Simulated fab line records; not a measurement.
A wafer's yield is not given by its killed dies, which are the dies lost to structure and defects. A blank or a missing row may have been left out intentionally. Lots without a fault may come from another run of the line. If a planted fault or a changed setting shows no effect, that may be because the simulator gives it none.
Split-lot study / flow n5-finfet / 7 lots, 21 wafers read, on a route of 1938 steps

## ON THE SPLIT
At N5_BEOL_M0_ETCH_109 (etches SiCN in CH3F/O2, target depth 8 nm, overetch 2.4 nm, time 27.4 s), the setting bias-w was moved away from the recipe's 75 W on 3 of the 21 wafers read, by -15.2% to +4.8%. This setting was run at the recipe's value on the other wafers.

The reading is taken at the split's own step.

## THE READING
rf-vpp-V, in V, at N5_BEOL_M0_ETCH_109 (etches SiCN in CH3F/O2, target depth 8 nm, overetch 2.4 nm, time 27.4 s). On this fab line, fault-free wafers typically give 297.1 V with a standard deviation of 1.6 V.

wafer=L075.1; tool, chamber at the split=rie-diel-03, 1; bias-w as run, W=75; against the recipe=recipe; rf-vpp-V, V=298.1; against lot-mates on the recipe=-
wafer=L075.2; tool, chamber at the split=rie-diel-03, 3; bias-w as run, W=75; against the recipe=recipe; rf-vpp-V, V=299.4; against lot-mates on the recipe=-
wafer=L075.4; tool, chamber at the split=rie-diel-03, 0; bias-w as run, W=75; against the recipe=recipe; rf-vpp-V, V=295.9; against lot-mates on the recipe=-
wafer=L086.2; tool, chamber at the split=rie-diel-03, 2; bias-w as run, W=75; against the recipe=recipe; rf-vpp-V, V=299.3; against lot-mates on the recipe=-
wafer=L086.3; tool, chamber at the split=rie-diel-03, 3; bias-w as run, W=75; against the recipe=recipe; rf-vpp-V, V=298.9; against lot-mates on the recipe=-
wafer=L086.4; tool, chamber at the split=rie-diel-03, 2; bias-w as run, W=75; against the recipe=recipe; rf-vpp-V, V=300.0; against lot-mates on the recipe=-
wafer=L087.2; tool, chamber at the split=rie-diel-03, 3; bias-w as run, W=75; against the recipe=recipe; rf-vpp-V, V=298.8; against lot-mates on the recipe=-
wafer=L087.4; tool, chamber at the split=rie-diel-03, 3; bias-w as run, W=75; against the recipe=recipe; rf-vpp-V, V=299.0; against lot-mates on the recipe=-
wafer=L087.5; tool, chamber at the split=rie-diel-03, 2; bias-w as run, W=75; against the recipe=recipe; rf-vpp-V, V=299.1; against lot-mates on the recipe=-
wafer=L090.1; tool, chamber at the split=rie-diel-01, 2; bias-w as run, W=63.59; against the recipe=-15.2%; rf-vpp-V, V=267.3; against lot-mates on the recipe=-31.2
wafer=L090.3; tool, chamber at the split=rie-diel-01, 3; bias-w as run, W=75; against the recipe=recipe; rf-vpp-V, V=297.9; against lot-mates on the recipe=-
wafer=L090.4; tool, chamber at the split=rie-diel-01, 0; bias-w as run, W=75; against the recipe=recipe; rf-vpp-V, V=299.1; against lot-mates on the recipe=-
wafer=L092.2; tool, chamber at the split=rie-diel-01, 1; bias-w as run, W=75; against the recipe=recipe; rf-vpp-V, V=293.9; against lot-mates on the recipe=-
wafer=L092.3; tool, chamber at the split=rie-diel-01, 0; bias-w as run, W=75; against the recipe=recipe; rf-vpp-V, V=298.7; against lot-mates on the recipe=-
wafer=L092.5; tool, chamber at the split=rie-diel-01, 2; bias-w as run, W=75; against the recipe=recipe; rf-vpp-V, V=296.4; against lot-mates on the recipe=-
wafer=L091.1; tool, chamber at the split=rie-diel-06, 3; bias-w as run, W=78.61; against the recipe=+4.8%; rf-vpp-V, V=305.5; against lot-mates on the recipe=+10.0
wafer=L091.3; tool, chamber at the split=rie-diel-06, 1; bias-w as run, W=78.61; against the recipe=+4.8%; rf-vpp-V, V=305.3; against lot-mates on the recipe=+9.8
wafer=L091.5; tool, chamber at the split=rie-diel-06, 0; bias-w as run, W=75; against the recipe=recipe; rf-vpp-V, V=295.5; against lot-mates on the recipe=-
wafer=L093.1; tool, chamber at the split=rie-diel-06, 0; bias-w as run, W=75; against the recipe=recipe; rf-vpp-V, V=296.6; against lot-mates on the recipe=-
wafer=L093.4; tool, chamber at the split=rie-diel-06, 2; bias-w as run, W=75; against the recipe=recipe; rf-vpp-V, V=298.7; against lot-mates on the recipe=-
wafer=L093.5; tool, chamber at the split=rie-diel-06, 1; bias-w as run, W=75; against the recipe=recipe; rf-vpp-V, V=296.8; against lot-mates on the recipe=-

FIT RESULTS
A straight line over all 21 wafers: rf-vpp-V changes by +1.93 V for each +1% of bias-w; r = +0.97; the points scatter about the line by 1.7 V.
The same after taking each lot's own level away (the mean of its wafers on the recipe; 21 wafers): +2.05 V for each +1%; r = +0.99; scatter 1.1 V.
On that fit, the largest move of bias-w shifts the reading by 31 V.
From 295.50 to 299.40 V: that is the span of the lots' own levels, equal to 2.4 times the standard deviation above.
So the lot-to-lot level changes the slope little: the two slopes agree.
Check: for one of the wafers moved furthest among these (-15.2%), held out of the fit, the line's prediction against its lot-mates is -31.3 V. It came out at -31.2 V against them.
Tool readings at the split's step, against how far the setting was moved: rf-vpp-V r = +0.97.

## OTHER SPLITS APPLIED TO THESE WAFERS
These wafers also went through other splits before the reading. Each is held against what the fit with the lots' levels taken away leaves over:
other split on the same wafers=N5_GATE_CUT_ETCH_36 cf4-flow-sccm; wafers away from the commonest value=9; r with rf-vpp-V (lot level and that fit taken away)=+0.09
other split on the same wafers=N5_MOL_CONTACT_COAG_ETCHBACK_135 time-s; wafers away from the commonest value=7; r with rf-vpp-V (lot level and that fit taken away)=-0.06
other split on the same wafers=N5_MOL_CONTACT_COAG_COAT_64 spin-rpm; wafers away from the commonest value=4; r with rf-vpp-V (lot level and that fit taken away)=-0.09
other split on the same wafers=N5_BEOL_M0_SAQP_PEB_12 peb-time-s; wafers away from the commonest value=4; r with rf-vpp-V (lot level and that fit taken away)=-0.25

## FILE'S OWN FIT
rf-vpp-V changes by +2.05 V for each +1% of bias-w, r = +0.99.
